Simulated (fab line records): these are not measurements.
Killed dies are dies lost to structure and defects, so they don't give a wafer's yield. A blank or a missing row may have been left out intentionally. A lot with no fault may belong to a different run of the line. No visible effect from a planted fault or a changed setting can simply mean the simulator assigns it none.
fab line records    flow nand_harc
[record] lots = 24  wafers = 72  last_day = 33
route steps=1302 shown A_M0@1149 A_M1@1180 THIN_TSV@1261
lots that met no fault: from a run of the same line without faults
start_h: hours from the record's first day to the start of the lot's first wafer shown    wait_h: hours from the lot's prior step to this one    " as in the row above    L1.1+2: a single row standing in for several wafers    - no value, or no start given    * or withheld: withheld    < > ~ a bound
route shown NAME@n: a module of which the file shows steps, and the number in the route of the first    usual: average and standard deviation across the fault-free wafers    same: alike in all rows    chamber/n: place in a boat    sites: each site's reading    _std_site: the values' standard deviation    _edge_site: outer sites' mean less inner sites'    radius_mm: how far each site lies from the wafer's centre    mask NAME#n: copy n    behind: tool/chamber where the wafer was last shaped    hold: why the lot went on hold/how many hours it stayed there/how the hold came to an end    device: names the non-switching transistor (n, p or np)    end of line: at the end of the route, the tests of the same wafers    where a step has no rows: the recipe by itself    killed: the dies lost at the first sort to structure and to defects; this is not the yield of the wafer    map: dies across one wafer; x = killed, . = not, _ = none there
set.NAME: the setting that was run; set.NAME@STEP: the one run at that earlier step    model.NAME: the simulator's own value behind a step, which no gauge read
one table for each step of the route and one row for each wafer, over a sample of lots
services: a tool's chamber out of use, with start hour (start_h, from the record's first day; less than 0 if before it), hours out, and reason
[[steps]]
[step NHARC_A_M0_INSPECT_11]
[usual] raw_defect_count = 85/36
lot.wafer  tool               chamber  start_h  wait_h  raw_defect_count
L074.1     defect_inspect-02  -        531.32   0.0     61
L074.3     "                  -        "        "       77
L074.6     "                  -        "        "       72
L077.3     defect_inspect-01  -        546.44   0.0     98
L077.4     "                  -        "        "       93
L077.6     "                  -        "        "       89
L076.1     defect_inspect-02  -        547.76   0.0     50
L076.4     "                  -        "        "       50
L076.5     "                  -        "        "       66
L075.1     defect_inspect-01  -        549.99   0.0     69
L075.4     "                  -        "        "       65
L075.5     "                  -        "        "       56
L078.2     defect_inspect-02  -        558.30   0.0     57
L078.3     "                  -        "        "       56
L078.5     "                  -        "        "       61
L079.1     defect_inspect-02  -        582.30   0.0     110
L079.3     "                  -        "        "       122
L079.6     "                  -        "        "       109
L080.1     defect_inspect-01  -        587.24   0.0     150
L080.4     "                  -        "        "       147
L080.6     "                  -        "        "       142
L081.2     defect_inspect-01  -        597.30   0.0     74
L081.4     "                  -        "        "       54
L081.6     "                  -        "        "       83
L082.3     defect_inspect-01  -        616.86   0.0     126
L082.4     "                  -        "        "       130
L082.6     "                  -        "        "       141
L086.2     defect_inspect-02  -        629.05   0.0     71
L086.3     "                  -        "        "       107
L086.6     "                  -        "        "       85
L085.1     defect_inspect-02  -        629.57   0.0     49
L085.2     "                  -        "        "       70
L085.3     "                  -        "        "       73
L084.2     defect_inspect-01  -        631.50   0.0     72
L084.4     "                  -        "        "       81
L084.5     "                  -        "        "       63
L083.1     defect_inspect-01  -        635.10   0.0     82
L083.3     "                  -        "        "       93
L083.5     "                  -        "        "       79
L089.1     defect_inspect-02  -        661.28   0.0     104
L089.4     "                  -        "        "       112
L089.6     "                  -        "        "       102
L088.1     defect_inspect-02  -        666.01   0.0     32
L088.4     "                  -        "        "       35
L088.5     "                  -        "        "       42
L087.3     defect_inspect-02  -        667.49   0.0     104
L087.4     "                  -        "        "       106
L087.6     "                  -        "        "       115
L091.2     defect_inspect-01  -        688.25   0.0     113
L091.3     "                  -        "        "       108
L091.6     "                  -        "        "       125
L090.1     defect_inspect-02  -        704.62   0.0     105
L090.5     "                  -        "        "       86
L090.6     "                  -        "        "       101
L093.3     defect_inspect-01  -        709.21   0.0     142
L093.4     "                  -        "        "       137
L093.6     "                  -        "        "       112
L092.4     defect_inspect-01  -        719.57   0.0     25
L092.5     "                  -        "        "       22
L092.6     "                  -        "        "       21
L094.1     defect_inspect-01  -        732.56   0.0     124
L094.2     "                  -        "        "       110
L094.4     "                  -        "        "       111
L095.2     defect_inspect-02  -        738.95   0.0     38
L095.3     "                  -        "        "       40
L095.6     "                  -        "        "       53
L096.2     defect_inspect-01  -        751.39   0.0     119
L096.4     "                  -        "        "       102
L096.5     "                  -        "        "       121
L097.2     defect_inspect-01  -        756.62   0.0     47
L097.4     "                  -        "        "       45
L097.5     "                  -        "        "       48
[step NHARC_A_M1_OVL_MEAS_10]
[recipe] pitch_nm = 240
[usual] overlay_x_nm = 0.1/0.95  overlay_y_nm = -0.1/0.9
lot.wafer  tool        chamber  start_h  wait_h  overlay_x_nm  overlay_y_nm
L074.1     overlay-02  -        535.35   -       2.0           -0.1
L074.3     "           -        "        "       2.3           0.2
L074.6     "           -        "        "       1.7           0.4
L077.3     overlay-01  -        550.71   -       -0.1          0.7
L077.4     "           -        "        "       -0.6          0.3
L077.6     "           -        "        "       -0.6          0.1
L076.1     overlay-02  -        552.04   -       -0.5          0.7
L076.4     "           -        "        "       -0.2          0.6
L076.5     "           -        "        "       -0.1          0.6
L075.1     overlay-02  -        553.87   -       0.1           0.1
L075.4     "           -        "        "       -0.2          0.4
L075.5     "           -        "        "       -0.6          -0.4
L078.2     overlay-02  -        562.47   -       1.8           0.1
L078.3     "           -        "        "       1.7           -0.2
L078.5     "           -        "        "       1.9           -0.1
L079.1     overlay-01  -        586.34   -       0.3           -1.3
L079.3     "           -        "        "       0.8           -1.2
L079.6     "           -        "        "       0.9           -0.8
L080.1     overlay-02  -        591.16   -       0.4           -0.3
L080.4     "           -        "        "       0.1           -0.7
L080.6     "           -        "        "       0.3           -1.2
L081.2     overlay-01  -        601.28   -       -0.5          1.7
L081.4     "           -        "        "       -0.4          1.5
L081.6     "           -        "        "       -0.8          1.6
L082.3     overlay-01  -        620.75   -       -0.7          -0.2
L082.4     "           -        "        "       -0.5          0.5
L082.6     "           -        "        "       -0.6          0.2
L086.2     overlay-02  -        633.11   -       -0.3          0.2
L086.3     "           -        "        "       0.1           0.1
L086.6     "           -        "        "       -0.3          0.6
L085.1     overlay-01  -        633.60   -       0.7           -1.2
L085.2     "           -        "        "       0.6           -1.0
L085.3     "           -        "        "       0.9           -1.1
L084.2     overlay-01  -        635.40   -       0.5           -0.5
L084.4     "           -        "        "       0.9           -0.3
L084.5     "           -        "        "       0.6           0.0
L083.1     overlay-01  -        639.42   -       -0.1          -0.2
L083.3     "           -        "        "       -0.2          -0.3
L083.5     "           -        "        "       0.0           -0.7
L089.1     overlay-01  -        665.21   -       -1.1          -0.3
L089.4     "           -        "        "       -0.6          -0.6
L089.6     "           -        "        "       -0.8          0.4
L088.1     overlay-01  -        670.02   -       1.6           -1.0
L088.4     "           -        "        "       1.2           -1.5
L088.5     "           -        "        "       1.4           -1.4
L087.3     overlay-02  -        671.59   -       0.3           -0.4
L087.4     "           -        "        "       0.2           -0.4
L087.6     "           -        "        "       0.6           -0.6
L091.2     overlay-02  -        692.32   -       -0.5          0.4
L091.3     "           -        "        "       -0.2          -0.1
L091.6     "           -        "        "       0.3           0.4
L090.1     overlay-02  -        708.62   -       0.8           2.6
L090.5     "           -        "        "       1.0           2.5
L090.6     "           -        "        "       0.4           2.9
L093.3     overlay-02  -        713.19   -       0.7           0.1
L093.4     "           -        "        "       0.6           -0.8
L093.6     "           -        "        "       1.1           -0.3
L092.4     overlay-02  -        723.61   -       -0.3          -0.4
L092.5     "           -        "        "       -0.1          -0.2
L092.6     "           -        "        "       0.3           -0.6
L094.1     overlay-02  -        736.57   -       0.1           0.1
L094.2     "           -        "        "       0.8           0.5
L094.4     "           -        "        "       0.4           -0.6
L095.2     overlay-01  -        742.97   -       -2.4          0.0
L095.3     "           -        "        "       -1.8          0.5
L095.6     "           -        "        "       -2.2          0.6
L096.2     overlay-02  -        755.43   -       0.0           0.1
L096.4     "           -        "        "       -0.3          0.3
L096.5     "           -        "        "       -1.0          0.2
L097.2     overlay-02  -        760.65   -       -1.2          -1.6
L097.4     "           -        "        "       -1.3          -2.1
L097.5     "           -        "        "       -1.2          -1.6
[step NHARC_A_M1_ETCH_35]
[recipe] target_depth_a = 400  overetch_a = 120  time_s = 43.94  ion_energy_ev = 200  n2_flow_sccm = 150  h2_flow_sccm = 150  ar_flow_sccm = 0  rf_w = 400  bias_w = 150  chemistry = N2/H2
[usual] drypump_motor_current_A = 5.9/0.37  oes_product_au = 0.999/0.011  rf_vpp_V = 431.2/2.4  showerhead_plenum_p_Torr = 2.07/0.08  throttle_valve_pct = 14.171/0.008
lot.wafer  tool         chamber  start_h  wait_h  drypump_motor_current_A  oes_product_au  rf_hours_counter_h  rf_vpp_V  showerhead_plenum_p_Torr  throttle_valve_pct
L074.1     rie_diel-10  1        535.53   0.1     5.9                      1.009           5.5                 435.0     2.16                      14.159
L074.3     "            3        "        "       5.2                      0.983           6.6                 431.9     2.07                      14.174
L074.6     "            1        "        "       5.9                      1.004           -                   434.8     2.16                      14.178
L077.3     rie_diel-05  3        550.89   0.1     6.1                      0.994           6.0                 427.6     1.94                      14.167
L077.4     "            1        "        "       6.3                      1.008           5.3                 430.4     2.02                      14.171
L077.6     "            2        "        "       6.1                      0.982           -                   433.5     2.16                      14.178
L076.4     rie_diel-10  3        552.23   0.1     5.2                      0.993           7.1                 433.2     2.07                      14.164
L076.1     "            2        "        "       6.2                      0.995           6.5                 429.0     2.02                      14.175
L076.5     "            3        "        "       5.2                      0.992           -                   432.5     2.07                      14.188
L075.4     rie_diel-06  2        554.07   0.1     5.8                      0.998           1.4                 430.8     2.07                      14.169
L075.1     "            3        "        "       5.8                      1.001           1.3                 434.3     2.16                      14.175
L075.5     "            0        "        "       6.0                      1.000           -                   426.4     1.93                      14.182
L078.3     rie_diel-10  0        562.66   0.1     5.5                      1.002           7.8                 434.3     2.17                      14.175
L078.2     "            1        "        "       5.9                      1.006           7.0                 434.1     2.15                      14.174
L078.5     "            0        "        "       5.6                      1.001           -                   433.0     2.17                      14.173
L079.1     rie_diel-06  2        586.52   0.1     5.8                      0.993           2.2                 432.3     2.07                      14.172
L079.3     "            0        "        "       6.0                      0.999           2.1                 426.8     1.93                      14.158
L079.6     "            3        "        "       5.8                      0.999           -                   433.2     2.16                      14.158
L080.4     rie_diel-10  0        591.34   0.1     5.6                      0.995           10.5                434.1     2.17                      14.177
L080.1     "            2        "        "       6.2                      1.011           10.3                428.2     2.02                      14.177
L080.6     "            3        "        "       5.2                      0.996           -                   430.9     2.07                      14.178
L081.2     rie_diel-06  1        601.46   0.1     6.5                      1.006           2.3                 431.6     2.08                      14.179
L081.4     "            0        "        "       6.0                      0.991           2.3                 427.4     1.93                      14.159
L081.6     "            2        "        "       5.9                      1.005           -                   432.7     2.07                      14.168
L082.4     rie_diel-10  2        620.94   0.1     6.2                      1.011           0.1                 430.7     2.02                      14.166
L082.3     "            0        "        "       5.5                      1.010           0.1                 432.6     2.17                      14.180
L082.6     "            1        "        "       5.9                      0.984           -                   432.2     2.15                      14.168
L086.2     rie_diel-06  2        633.29   0.1     5.9                      0.991           3.7                 430.8     2.07                      14.176
L086.3     "            3        "        "       5.8                      1.000           3.2                 434.7     2.16                      14.167
L086.6     "            1        "        "       6.5                      1.008           -                   431.7     2.08                      14.189
L085.2     rie_diel-05  1        633.78   0.1     6.3                      1.006           2.6                 429.2     2.02                      14.181
L085.3     "            2        "        "       6.1                      1.020           1.7                 433.1     2.15                      14.169
L085.1     "            3        "        "       6.1                      0.995           3.1                 428.4     1.94                      14.171
L084.4     rie_diel-10  2        635.61   0.1     6.2                      0.997           0.9                 431.2     2.02                      14.175
L084.2     "            3        "        "       5.2                      1.001           1.2                 432.4     2.07                      14.177
L084.5     "            0        "        "       5.6                      1.002           -                   434.2     2.17                      14.175
L083.1     rie_diel-05  2        639.61   0.1     6.1                      1.011           2.3                 433.8     2.15                      14.174
L083.3     "            0        "        "       5.5                      1.002           4.0                 429.4     1.98                      14.170
L083.5     "            1        "        "       6.3                      1.002           -                   430.1     2.02                      14.162
L089.1     rie_diel-10  2        665.39   0.1     6.2                      1.010           2.3                 429.0     2.01                      14.164
L089.4     "            1        "        "       5.9                      0.994           2.3                 432.9     2.15                      14.162
L089.6     "            2        "        "       6.2                      1.021           -                   429.8     2.01                      14.169
L088.4     rie_diel-05  3        670.20   0.1     6.1                      0.980           5.7                 429.2     1.94                      14.170
L088.1     "            2        "        "       6.1                      1.001           4.9                 432.9     2.15                      14.180
L088.5     "            0        "        "       5.5                      0.984           -                   428.3     1.98                      14.163
L087.3     rie_diel-05  1        671.78   0.1     6.3                      0.991           5.7                 430.2     2.02                      14.170
L087.4     "            2        "        "       6.1                      1.013           4.9                 433.6     2.15                      14.158
L087.6     "            1        "        "       6.2                      0.997           -                   428.3     2.02                      14.169
L091.2     rie_diel-06  1        692.59   0.1     6.5                      0.980           0.8                 430.1     2.08                      14.180
L091.3     "            0        "        "       6.0                      0.982           0.6                 428.6     1.93                      14.164
L091.6     "            1        "        "       6.5                      0.981           -                   432.4     2.08                      14.156
L090.1     rie_diel-06  2        708.82   0.1     5.9                      1.007           1.1                 430.5     2.07                      14.174
L090.5     "            3        "        "       5.8                      0.994           -                   434.2     2.16                      14.160
L090.6     "            0        "        "       6.0                      0.992           -                   427.3     1.93                      14.178
L093.3     rie_diel-06  1        713.38   0.1     6.5                      0.981           1.3                 433.2     2.08                      14.173
L093.4     "            3        "        "       5.8                      1.001           1.0                 433.1     2.16                      14.168
L093.6     "            0        "        "       6.0                      0.991           -                   427.4     1.93                      14.162
L092.4     rie_diel-05  0        723.79   0.1     5.5                      0.991           8.7                 427.7     1.98                      14.178
L092.5     "            0        "        "       5.6                      0.994           -                   428.3     1.98                      14.169
L092.6     "            1        "        "       6.3                      1.007           -                   430.1     2.02                      14.179
L094.1     rie_diel-06  0        736.77   0.1     6.0                      0.979           1.7                 428.0     1.93                      14.194
L094.2     "            1        "        "       6.5                      0.997           1.9                 430.7     2.08                      14.155
L094.4     "            0        "        "       6.0                      0.991           -                   427.7     1.93                      14.164
L095.2     rie_diel-10  3        743.16   0.1     5.2                      1.015           6.6                 432.3     2.07                      14.179
L095.3     "            0        "        "       5.6                      0.992           5.6                 434.3     2.17                      14.176
L095.6     "            2        "        "       6.2                      1.011           -                   430.1     2.01                      14.179
L096.4     rie_diel-06  3        755.62   0.1     5.8                      1.003           1.4                 434.1     2.16                      14.178
L096.2     "            1        "        "       6.6                      1.006           2.8                 431.7     2.08                      14.186
L096.5     "            3        "        "       5.8                      1.009           -                   432.7     2.16                      14.174
L097.4     rie_diel-10  1        760.84   0.1     5.9                      0.981           7.6                 432.2     2.15                      14.180
L097.2     "            0        "        "       5.6                      0.999           6.8                 435.0     2.17                      14.168
L097.5     "            1        "        "       5.9                      0.983           -                   431.1     2.15                      14.171
[step NHARC_A_M1_CD_MEAS_16]
[usual] cd_nm = 120.0/0.79
lot.wafer  tool       chamber  start_h  wait_h  cd_nm
L074.1     cd_sem-03  -        535.75   -       121.2
L074.3     "          -        "        "       118.7
L074.6     "          -        "        "       120.4
L077.3     cd_sem-03  -        551.11   -       120.1
L077.4     "          -        "        "       118.9
L077.6     "          -        "        "       120.0
L076.1     cd_sem-03  -        552.45   -       119.7
L076.4     "          -        "        "       119.3
L076.5     "          -        "        "       119.8
L075.1     cd_sem-01  -        554.27   -       120.5
L075.4     "          -        "        "       120.3
L075.5     "          -        "        "       119.8
L078.2     cd_sem-03  -        562.88   -       119.2
L078.3     "          -        "        "       120.1
L078.5     "          -        "        "       118.8
L079.1     cd_sem-03  -        586.74   -       119.2
L079.3     "          -        "        "       119.7
L079.6     "          -        "        "       120.2
L080.1     cd_sem-01  -        591.56   -       120.9
L080.4     "          -        "        "       118.3
L080.6     "          -        "        "       120.3
L081.2     cd_sem-02  -        601.68   -       120.4
L081.4     "          -        "        "       120.3
L081.6     "          -        "        "       119.6
L082.3     cd_sem-03  -        621.16   -       118.9
L082.4     "          -        "        "       120.1
L082.6     "          -        "        "       119.2
L086.2     cd_sem-02  -        633.51   -       121.8
L086.3     "          -        "        "       120.0
L086.6     "          -        "        "       120.4
L085.1     cd_sem-01  -        634.00   -       119.5
L085.2     "          -        "        "       120.0
L085.3     "          -        "        "       120.3
L084.2     cd_sem-02  -        635.82   -       120.7
L084.4     "          -        "        "       119.4
L084.5     "          -        "        "       119.3
L083.1     cd_sem-03  -        639.82   -       120.2
L083.3     "          -        "        "       119.9
L083.5     "          -        "        "       120.7
L089.1     cd_sem-02  -        665.62   -       119.6
L089.4     "          -        "        "       119.9
L089.6     "          -        "        "       120.1
L088.1     cd_sem-03  -        670.42   -       119.9
L088.4     "          -        "        "       118.9
L088.5     "          -        "        "       119.5
L087.3     cd_sem-02  -        672.00   -       121.3
L087.4     "          -        "        "       121.1
L087.6     "          -        "        "       121.5
L091.2     cd_sem-03  -        692.81   -       119.5
L091.3     "          -        "        "       119.0
L091.6     "          -        "        "       118.6
L090.1     cd_sem-01  -        709.02   -       119.7
L090.5     "          -        "        "       120.0
L090.6     "          -        "        "       119.0
L093.3     cd_sem-03  -        713.60   -       119.4
L093.4     "          -        "        "       121.1
L093.6     "          -        "        "       120.1
L092.4     cd_sem-01  -        724.02   -       121.4
L092.5     "          -        "        "       119.5
L092.6     "          -        "        "       120.1
L094.1     cd_sem-02  -        737.01   -       120.7
L094.2     "          -        "        "       121.1
L094.4     "          -        "        "       121.0
L095.2     cd_sem-03  -        743.37   -       120.0
L095.3     "          -        "        "       120.8
L095.6     "          -        "        "       119.1
L096.2     cd_sem-01  -        755.83   -       119.7
L096.4     "          -        "        "       122.2
L096.5     "          -        "        "       120.8
L097.2     cd_sem-01  -        761.06   -       119.6
L097.4     "          -        "        "       118.6
L097.5     "          -        "        "       118.8
[step NHARC_A_M1_THK_MEAS_24]
[recipe] thk_meas_gauge = xrf
[usual] thk_nm = 154.6/1.6
lot.wafer  tool           chamber  start_h  wait_h  thk_nm
L074.1     film_metro-01  -        537.87   -       154.5
L074.3     "              -        "        "       151.7
L074.6     "              -        "        "       153.2
L077.3     film_metro-01  -        553.25   -       153.2
L077.4     "              -        "        "       152.2
L077.6     "              -        "        "       152.0
L076.1     film_metro-02  -        554.56   -       155.5
L076.4     "              -        "        "       156.0
L076.5     "              -        "        "       157.7
L075.1     film_metro-02  -        556.40   -       155.5
L075.4     "              -        "        "       152.8
L075.5     "              -        "        "       154.6
L078.2     film_metro-01  -        564.98   -       153.3
L078.3     "              -        "        "       154.7
L078.5     "              -        "        "       153.2
L079.1     film_metro-01  -        588.88   -       153.0
L079.3     "              -        "        "       155.0
L079.6     "              -        "        "       154.5
L080.1     film_metro-02  -        593.99   -       153.8
L080.4     "              -        "        "       154.4
L080.6     "              -        "        "       152.8
L081.2     film_metro-01  -        603.80   -       156.6
L081.4     "              -        "        "       154.0
L081.6     "              -        "        "       155.8
L082.3     film_metro-02  -        623.26   -       154.5
L082.4     "              -        "        "       157.5
L082.6     "              -        "        "       156.1
L086.2     film_metro-02  -        635.64   -       157.1
L086.3     "              -        "        "       157.0
L086.6     "              -        "        "       155.8
L085.1     film_metro-01  -        636.13   -       152.2
L085.2     "              -        "        "       155.4
L085.3     "              -        "        "       155.7
L084.2     film_metro-01  -        637.93   -       154.6
L084.4     "              -        "        "       151.9
L084.5     "              -        "        "       153.6
L083.1     film_metro-01  -        641.95   -       152.6
L083.3     "              -        "        "       151.9
L083.5     "              -        "        "       157.3
L089.1     film_metro-02  -        667.78   -       157.5
L089.4     "              -        "        "       154.7
L089.6     "              -        "        "       155.9
L088.1     film_metro-01  -        672.74   -       154.2
L088.4     "              -        "        "       156.3
L088.5     "              -        "        "       155.1
L087.3     film_metro-02  -        674.10   -       155.3
L087.4     "              -        "        "       157.4
L087.6     "              -        "        "       153.8
L091.2     film_metro-01  -        694.95   -       155.6
L091.3     "              -        "        "       155.9
L091.6     "              -        "        "       154.7
L090.1     film_metro-01  -        711.13   -       154.4
L090.5     "              -        "        "       150.8
L090.6     "              -        "        "       155.7
L093.3     film_metro-01  -        715.71   -       153.1
L093.4     "              -        "        "       155.7
L093.6     "              -        "        "       154.1
L092.4     film_metro-01  -        726.12   -       153.1
L092.5     "              -        "        "       155.3
L092.6     "              -        "        "       155.4
L094.1     film_metro-02  -        739.13   -       158.0
L094.2     "              -        "        "       154.1
L094.4     "              -        "        "       153.7
L095.2     film_metro-02  -        745.48   -       155.7
L095.3     "              -        "        "       156.3
L095.6     "              -        "        "       154.3
L096.2     film_metro-02  -        757.96   -       155.0
L096.4     "              -        "        "       155.5
L096.5     "              -        "        "       155.0
L097.2     film_metro-01  -        763.23   -       155.2
L097.4     "              -        "        "       153.2
L097.5     "              -        "        "       158.2
[step NHARC_THIN_TSV_DESCUM_14]
[recipe] time_s = 3  o2_flow_sccm = 200  ar_flow_sccm = 0  bias_power_w = 0  chemistry = O2
[usual] drypump_motor_current_A = 5.8/0.42  oes_product_au = 1.001/0.01  rf_vpp_V = 57.4/0.84  showerhead_plenum_p_Torr = 1.82/0.051  throttle_valve_pct = 11.311/0.0096
lot.wafer  tool         chamber  start_h  wait_h  drypump_motor_current_A  oes_product_au  rf_hours_counter_h  rf_vpp_V  showerhead_plenum_p_Torr  throttle_valve_pct
L074.1     rie_diel-04  0        558.60   -       5.3                      0.994           1.1                 58.1      1.77                      11.312
L074.3     "            2        "        "       5.7                      0.986           1.6                 56.9      1.79                      11.304
L074.6     "            0        "        "       5.3                      0.990           -                   57.5      1.77                      11.314
L077.3     rie_diel-04  1        570.63   -       6.5                      1.016           2.0                 56.8      1.77                      11.324
L077.4     "            0        "        "       5.3                      0.984           1.7                 57.6      1.77                      11.302
L077.6     "            1        "        "       6.5                      1.001           -                   57.0      1.77                      11.312
L076.4     rie_diel-04  3        571.84   -       5.5                      1.016           2.4                 59.5      1.91                      11.317
L076.1     "            0        "        "       5.3                      1.002           1.9                 57.0      1.77                      11.323
L076.5     "            1        "        "       6.6                      1.007           -                   58.2      1.77                      11.304
L075.4     rie_diel-04  2        573.02   -       5.8                      0.992           3.0                 56.7      1.80                      11.302
L075.1     "            0        "        "       5.3                      0.994           2.4                 57.8      1.77                      11.312
L075.5     "            2        "        "       5.8                      0.989           -                   57.6      1.80                      11.303
L078.2     rie_diel-04  1        583.25   -       6.5                      1.012           4.0                 56.9      1.77                      11.308
L078.3     "            2        "        "       5.8                      1.005           4.6                 57.7      1.79                      11.313
L078.5     "            1        "        "       6.6                      1.006           -                   57.1      1.77                      11.311
L079.1     rie_diel-04  2        606.08   -       5.7                      0.992           5.4                 57.4      1.79                      11.300
L079.3     "            0        "        "       5.3                      0.990           4.1                 57.8      1.77                      11.298
L079.6     "            3        "        "       5.5                      1.019           -                   58.8      1.91                      11.316
L080.1     rie_diel-01  0        614.26   -       6.0                      1.000           1.4                 57.5      1.88                      11.315
L080.4     "            2        "        "       5.7                      1.000           2.1                 57.5      1.79                      11.312
L080.6     "            1        "        "       6.0                      1.005           -                   58.4      1.79                      11.313
L081.2     rie_diel-01  3        622.34   -       6.0                      1.003           2.6                 57.5      1.80                      11.311
L081.4     "            0        "        "       6.0                      0.987           1.9                 58.4      1.88                      11.331
L081.6     "            3        "        "       6.0                      1.018           -                   57.0      1.80                      11.304
L082.4     rie_diel-03  2        644.39   -       5.7                      1.018           0                   58.0      1.79                      11.296
L082.3     "            0        "        "       5.2                      1.015           0                   57.6      1.83                      11.302
L082.6     "            2        "        "       5.7                      1.022           -                   57.3      1.79                      11.319
L086.2     rie_diel-04  3        652.89   -       5.5                      1.009           8.4                 58.6      1.91                      11.299
L086.3     "            3        "        "       5.5                      1.021           -                   57.1      1.91                      11.313
L086.6     "            2        "        "       5.8                      0.983           -                   57.6      1.79                      11.298
L085.1     rie_diel-04  2        654.06   -       5.8                      0.993           9.8                 58.2      1.79                      11.319
L085.2     "            3        "        "       5.5                      1.014           9.1                 57.1      1.91                      11.304
L085.3     "            3        "        "       5.5                      1.013           -                   56.7      1.91                      11.313
L084.4     rie_diel-01  1        655.27   -       5.9                      0.987           4.7                 56.6      1.79                      11.305
L084.2     "            2        "        "       5.7                      0.998           4.9                 58.9      1.79                      11.305
L084.5     "            1        "        "       5.9                      0.980           -                   57.6      1.79                      11.320
L083.3     rie_diel-01  0        659.13   -       6.0                      1.001           4.5                 57.0      1.88                      11.305
L083.1     "            1        "        "       5.9                      0.981           5.5                 57.6      1.79                      11.321
L083.5     "            3        "        "       6.0                      0.993           -                   56.4      1.80                      11.304
L089.1     rie_diel-03  0        685.39   -       5.2                      1.002           2.3                 58.1      1.82                      11.314
L089.4     "            1        "        "       4.8                      0.990           2.0                 58.1      1.83                      11.320
L089.6     "            0        "        "       5.2                      1.009           -                   57.9      1.82                      11.299
L088.4     rie_diel-04  2        695.23   -       5.8                      0.985           12.2                56.7      1.79                      11.306
L088.1     "            3        "        "       5.5                      1.015           11.6                57.9      1.91                      11.324
L088.5     "            0        "        "       5.4                      0.990           -                   56.3      1.77                      11.311
L087.3     rie_diel-01  3        696.42   -       6.0                      1.002           6.7                 56.6      1.80                      11.298
L087.4     "            2        "        "       5.6                      0.998           6.8                 57.5      1.79                      11.310
L087.6     "            0        "        "       6.0                      0.998           -                   57.0      1.88                      11.300
L091.3     rie_diel-03  3        713.91   -       6.6                      1.007           2.7                 57.9      1.88                      11.295
L091.2     "            1        "        "       4.8                      1.003           2.7                 57.3      1.83                      11.300
L091.6     "            0        "        "       5.2                      1.006           -                   58.4      1.82                      11.313
L090.1     rie_diel-01  1        728.45   -       5.9                      0.991           8.8                 57.7      1.78                      11.299
L090.5     "            2        "        "       5.7                      0.989           -                   56.6      1.79                      11.310
L090.6     "            3        "        "       6.0                      1.000           -                   56.4      1.80                      11.313
L093.3     rie_diel-04  2        733.13   -       5.7                      1.002           0.6                 58.0      1.79                      11.324
L093.4     "            3        "        "       5.5                      0.995           0.6                 57.4      1.91                      11.327
L093.6     "            0        "        "       5.3                      1.009           -                   57.3      1.77                      11.301
L092.4     rie_diel-04  2        751.84   -       5.8                      1.005           2.4                 58.4      1.79                      11.314
L092.6     "            2        "        "       5.8                      1.005           -                   55.9      1.79                      11.336
L092.5     "            3        "        "       5.5                      0.988           -                   57.2      1.91                      11.314
L094.1     rie_diel-01  3        758.67   -       6.0                      0.990           0.5                 57.5      1.80                      11.313
L094.4     "            0        "        "       6.0                      0.981           0.7                 57.9      1.88                      11.309
L094.2     "            2        "        "       5.6                      1.003           0.6                 57.1      1.79                      11.303
L095.3     rie_diel-01  0        764.88   -       5.9                      0.988           1.6                 57.8      1.88                      11.317
L095.2     "            1        "        "       5.9                      0.988           1.7                 56.1      1.78                      11.312
L095.6     "            0        "        "       5.9                      0.980           -                   57.2      1.88                      11.321
L096.4     rie_diel-04  3        775.39   -       5.5                      0.992           3.4                 56.3      1.91                      11.315
L096.2     "            0        "        "       5.3                      1.003           3.0                 57.3      1.77                      11.304
L096.5     "            3        "        "       5.5                      0.995           -                   58.5      1.91                      11.304
L097.2     rie_diel-04  3        780.74   -       5.5                      1.002           4.0                 59.2      1.91                      11.310
L097.4     "            1        "        "       6.6                      1.019           4.1                 58.0      1.77                      11.295
L097.5     "            0        "        "       5.3                      1.016           -                   57.6      1.77                      11.305
[[services]]
tool         chamber  start_h  hours  kind
rie_diel-04  -        532.05   9.0    pm
rie_diel-05  0        547.85   1.2    repair
rie_diel-01  -        557.90   9.0    pm
rie_diel-01  0        584.93   15.9   repair
rie_diel-10  1        591.78   5.3    repair
rie_diel-10  -        596.50   9.0    pm
rie_diel-01  1        602.96   5.1    repair
rie_diel-06  3        612.05   4.5    repair
rie_diel-04  1        618.33   43.9   repair
rie_diel-01  -        642.54   0.3    repair
rie_diel-06  3        643.14   6.4    repair
rie_diel-04  0        651.43   3.7    repair
rie_diel-06  -        661.20   9.0    pm
rie_diel-01  0        662.20   4.9    repair
rie_diel-10  0        689.71   7.3    repair
rie_diel-04  -        709.05   9.0    pm
rie_diel-01  0        719.08   13.0   repair
rie_diel-06  3        720.90   20.0   repair
rie_diel-01  -        734.90   9.0    pm
rie_diel-06  0        746.54   4.4    repair
rie_diel-06  0        758.30   1.4    repair
rie_diel-01  -        763.71   1.0    repair
rie_diel-10  -        773.50   9.0    pm
rie_diel-01  0        776.52   4.7    repair
[[key]]
fault none
